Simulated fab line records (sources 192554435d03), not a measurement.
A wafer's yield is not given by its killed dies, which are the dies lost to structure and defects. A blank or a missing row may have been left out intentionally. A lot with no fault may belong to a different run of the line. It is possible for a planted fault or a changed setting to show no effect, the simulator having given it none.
A single fault, viewed from 3 desks | flow n5 finfet | every desk sees just its own numbers, and what lay behind them comes last

## THE DEFECT DESK
Per lot, the means of the sampled wafers with a number show what the inspections along the route counted. If a lot's mean is further than 4 standard deviations from the usual mean, the lot is out of limits and carries the mark OUT (the distance appears in the brackets).
Columns: A = raw defect count at N5_BEOL_M0_SAQP_INSPECT_16, usual 488
lot  | first seen here | A
L955 | day 5 19:31     | 421
L957 | day 6 02:42     | 439
L958 | day 6 09:04     | 417
L962 | day 7 07:25     | 643
L967 | day 8 16:43     | 303
L965 | day 8 16:53     | 303
L968 | day 8 23:41     | 676
L969 | day 9 01:35     | 497
L973 | day 10 06:08    | 553
L976 | day 10 16:15    | 519
Finding of this desk: none of the 10 lots has anything out of limits.

## THE METROLOGY DESK
What the gauges read for every lot (on any tool): the sampled wafers with a number, averaged. If a lot's mean is further than 4 standard deviations from the usual mean, the lot is out of limits and carries the mark OUT (the distance appears in the brackets). Readings shown: 7 of its 10, picked as those furthest out on some lot.
Columns: A = DIBL_N at N5_BEOL_M4_RC_MEAS_101, usual 36.9 mV/V; B = DIBL_P at N5_BEOL_M4_RC_MEAS_101, usual 36.7 mV/V; C = IOFF_N at N5_BEOL_M4_RC_MEAS_101, usual 0.17 nA/um; D = IOFF_P at N5_BEOL_M4_RC_MEAS_101, usual 0.22 nA/um; E = SS_P at N5_BEOL_M4_RC_MEAS_101, usual 73.4 mV/dec; F = VT_N at N5_BEOL_M4_RC_MEAS_101, usual 249 mV; G = VT_P at N5_BEOL_M4_RC_MEAS_101, usual -250 mV
lot  | first seen here | A    | B    | C    | D    | E    | F   | G
L955 | day 8 01:31     | 35.9 | 35.7 | 0.14 | 0.19 | 73.0 | 252 | -252
L958 | day 8 14:13     | 34.4 | 33.6 | 0.14 | 0.18 | 72.6 | 252 | -252
L957 | day 8 18:03     | 36.6 | 35.3 | 0.16 | 0.17 | 73.4 | 250 | -256
L962 | day 9 08:10     | 36.3 | 36.7 | 0.16 | 0.23 | 73.4 | 248 | -247
L967 | day 11 01:01    | 35.5 | 37.1 | 0.15 | 0.22 | 73.0 | 250 | -248
L965 | day 11 08:55    | 40.6 | 40.3 | 0.24 | 0.29 | 74.9 | 246 | -248
L968 | day 11 09:49    | 36.8 | 36.7 | 0.17 | 0.18 | 73.3 | 250 | -254
L969 | day 11 09:52    | 37.5 | 38.1 | 0.19 | 0.25 | 73.9 | 248 | -248
L973 | day 12 15:16    | 36.1 | 34.9 | 0.16 | 0.25 | 73.0 | 249 | -245
L976 | day 13 05:11    | 34.4 | 33.5 | 0.13 | 0.18 | 73.3 | 255 | -252
Finding of this desk: none of the 10 lots has anything out of limits.

## DESK OF THE TOOL OWNER: rie diel-06
The tool's own readings at N5_BEOL_M0_SAQP_ETCH_83 (etches SiARC in CF4, target depth 39 nm, time 65 s): means of the sampled wafers that have a number, for each lot that ran on this tool. If a lot's mean is further than 4 standard deviations from the usual mean, the lot is out of limits and carries the mark OUT (the distance appears in the brackets).
Columns: A = drypump motor current A at N5_BEOL_M0_SAQP_ETCH_83, usual 5.7 A; B = etch rf on time s at N5_BEOL_M0_SAQP_ETCH_83, usual 65.0 s; C = oes product au at N5_BEOL_M0_SAQP_ETCH_83, usual 0.68 a.u.; D = rf vpp V at N5_BEOL_M0_SAQP_ETCH_83, usual 184.1 V; E = showerhead plenum p Torr at N5_BEOL_M0_SAQP_ETCH_83, usual 2.15 Torr; F = throttle valve pct at N5_BEOL_M0_SAQP_ETCH_83, usual 15.56 %
lot  | first seen here | A   | B               | C    | D     | E    | F
L958 | day 6 09:08     | 5.4 | 64.3            | 0.72 | 184.3 | 2.17 | 15.72
L967 | day 8 16:47     | 5.6 | 54.9 (-8.5) OUT | 0.77 | 184.8 | 2.16 | 15.56
L965 | day 8 17:24     | 5.6 | 54.2 (-9.0) OUT | 0.77 | 184.2 | 2.16 | 15.54
L968 | day 8 23:45     | 5.6 | 53.8 (-9.3) OUT | 0.82 | 184.4 | 2.22 | 15.37
Finding of this desk: L965, L967, L968 out of limits; the first was L967 at day 8 16:47, on etch rf on time s at N5_BEOL_M0_SAQP_ETCH_83. In limits: L958.

## ALL TOGETHER
The tool owner's desk could have raised an alarm at day 8 16:47, on L965, L967, L968.
Nothing out of limits was seen by the defect desk.
The metrology desk saw nothing out of limits.
The defect desk has L965, L967, L968 on record, within its limits.
The metrology desk holds a record of L965, L967, L968, inside its limits.
Every lot named ran N5_BEOL_M0_SAQP_ETCH_83 on rie diel-06.

## WHAT HAD BEEN PUT IN BY THE SIMULATOR
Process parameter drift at N5_BEOL_M0_SAQP_ETCH_83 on rie diel-06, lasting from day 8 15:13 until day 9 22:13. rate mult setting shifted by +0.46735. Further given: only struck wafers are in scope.
Struck lots among those shown: L965, L967, L968.
Time in hours from fault onset to the first out-of-limits reading at each desk: the tool owner's desk, 2.
